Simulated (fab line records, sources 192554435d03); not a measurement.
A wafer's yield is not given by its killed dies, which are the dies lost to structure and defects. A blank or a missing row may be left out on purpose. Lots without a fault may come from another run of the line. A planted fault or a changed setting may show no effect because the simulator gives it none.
8D (eight disciplines) problem report, filled in by code    flow n5_finfet    the parts of the form that need people (team, actions taken, sign-off) are left out

1. PROBLEM STATEMENT
At N5_MIM_BOT_ETCH_ETCH_00, rf_fwd_power_W averages 1238 W over 9 wafers from 3 lots, while fault-free wafers read 995 W, standard deviation 3.4. That is +72 standard deviations from the usual mean.
The step: etches TiN in Cl2/BCl3, target depth 45.5 nm.
Seen first at day 15 01:25 on rie_metal-02, wafer L144.2. The record holds 33 wafers of 11 lots with a number at this step. Rule for "out", or "out of limits": more than 4 standard deviations from the usual mean. All remaining wafers that have a number are taken as sound.

2. WHAT IT IS, WHAT IT ISN'T
question                     is                      is not
which readings at this step  rf_fwd_power_W          drypump_motor_current_A, mfc_cl2_sccm, oes_product_au
which lots                   L144, L147, L148        L131, L132, L133, L134, L136, L140, L153, L154
which wafers of those lots   all that have a number  -
read on which tools          rie_metal-02            rie_metal-01, rie_metal-03
when                         from day 15 01:25       up to then (18 sound wafers); but 6 sound wafers of L153, L154 came after

3. SUSPECTS, AND WHAT RULES EACH OUT
Counting: a tool at a process step up to the reading stays a suspect if it ran every lot that is out and no sound lot after the first of them.
- rie_metal-02 at N5_MIM_BOT_ETCH_ETCH_00 (etches TiN in Cl2/BCl3, target depth 45.5 nm): kept. All lots that are out passed through it, beginning with L144 at day 15 01:25, and no sound lot followed; its final sound lot before that point was L133 at day 12 07:28. Out on those wafers are its own readings of rf_fwd_power_W.
After counting, what remains is rie_metal-02 at N5_MIM_BOT_ETCH_ETCH_00.

4. THE CAUSE (what the simulator had put in)
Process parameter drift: rie_metal-02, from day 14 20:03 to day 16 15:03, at N5_MIM_BOT_ETCH_ETCH_00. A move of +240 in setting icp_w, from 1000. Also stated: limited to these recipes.
The count eliminated every tool but this one.

5. SEQUENCE OF EFFECTS, ordered by route
One row per reading whose mean, taken over the struck wafers that have a number, lies over 3 standard deviations from the usual. Readings are gone through only where the record gives a usual standard deviation; hours: the median, over the lots, of the time from a lot's start at the first step in this table giving one to that lot's start at this step; sigmas: the change measured in usual standard deviations.
hours  step                     reading         usual  on struck wafers  change  sigmas
0      N5_MIM_BOT_ETCH_ETCH_00  rf_fwd_power_W  995 W  1238              +243    +72
Its process steps:
- N5_MIM_BOT_ETCH_ETCH_00: etches TiN in Cl2/BCl3, target depth 45.5 nm.

6. HOW IT WOULD HAVE BEEN CAUGHT EARLIER
In this record the first reading out of limits was taken at day 15 01:25, 5 hours after the fault began at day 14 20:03.
